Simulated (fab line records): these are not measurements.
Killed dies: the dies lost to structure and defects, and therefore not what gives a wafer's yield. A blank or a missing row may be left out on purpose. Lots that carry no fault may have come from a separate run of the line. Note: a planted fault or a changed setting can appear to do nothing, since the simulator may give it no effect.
The same fault as seen by 2 desks | flow n5 finfet | only its own numbers are on each desk; what lay behind them is given at the end

== METROLOGY DESK ==
What the gauges read for every lot (on any tool): the sampled wafers with a number, averaged. The brackets show how far a lot's mean lies from the usual mean; more than 4 standard deviations puts the lot out of limits, marked OUT. 7 of its 10 readings are shown, namely those furthest out on some lot.
Columns: A = DIBL_N at N5_BEOL_M4_RC_MEAS_101, usual 35.8 mV/V; B = IOFF_N at N5_BEOL_M4_RC_MEAS_101, usual 0.150 nA/um; C = IOFF_P at N5_BEOL_M4_RC_MEAS_101, usual 0.194 nA/um; D = ION_N at N5_BEOL_M4_RC_MEAS_101, usual 667 uA/um; E = ION_P at N5_BEOL_M4_RC_MEAS_101, usual 456 uA/um; F = VT_N at N5_BEOL_M4_RC_MEAS_101, usual 251 mV; G = VT_P at N5_BEOL_M4_RC_MEAS_101, usual -252 mV
lot  | first seen here | A    | B     | C     | D   | E   | F   | G
L638 | day 10 07:59    | 36.6 | 0.157 | 0.207 | 667 | 457 | 251 | -252
L640 | day 11 04:16    | 36.6 | 0.160 | 0.195 | 675 | 458 | 250 | -250
L641 | day 11 08:04    | 33.9 | 0.123 | 0.158 | 663 | 451 | 254 | -254
L642 | day 11 20:26    | 35.0 | 0.118 | 0.161 | 649 | 448 | 255 | -257
L645 | day 12 13:01    | 34.7 | 0.153 | 0.219 | 665 | 463 | 249 | -248
L651 | day 14 01:52    | 36.1 | 0.155 | 0.214 | 668 | 460 | 248 | -249
L654 | day 14 15:12    | 36.7 | 0.161 | 0.174 | 664 | 447 | 251 | -253
L657 | day 15 08:19    | 35.1 | 0.133 | 0.190 | 669 | 461 | 253 | -252
L658 | day 15 11:44    | 37.0 | 0.168 | 0.218 | 676 | 463 | 249 | -250
This desk's finding: nothing out of limits on any of the 9 lots.

== AT THE TOOL OWNER'S DESK: ald sin-02 ==
The tool's own readings at N5_SPACER0_ALD_00 (deposits SiOCN, target thk 3.5 nm, pulse time 3 s, purge time 2 s): means of the sampled wafers that have a number, for each lot that ran on this tool. The brackets show how far a lot's mean lies from the usual mean; more than 4 standard deviations puts the lot out of limits, marked OUT.
Columns: A = heater power w at N5_SPACER0_ALD_00, usual 856 W; B = precursor pulse height rel at N5_SPACER0_ALD_00, usual 0.997
lot  | first seen here | A   | B
L638 | day 3 13:38     | 838 | 0.999
L640 | day 4 02:19     | 827 | 1.010
L641 | day 4 08:41     | 830 | 0.972
L657 | day 8 06:28     | 820 | 0.991
L658 | day 8 20:44     | 844 | 0.990
This desk's finding: nothing out of limits on any of the 5 lots.

== TAKEN TOGETHER ==
Nothing out of limits was seen by the metrology desk.
Nothing out of limits was seen by the tool owner's desk.

== WHAT HAD BEEN PUT IN BY THE SIMULATOR ==
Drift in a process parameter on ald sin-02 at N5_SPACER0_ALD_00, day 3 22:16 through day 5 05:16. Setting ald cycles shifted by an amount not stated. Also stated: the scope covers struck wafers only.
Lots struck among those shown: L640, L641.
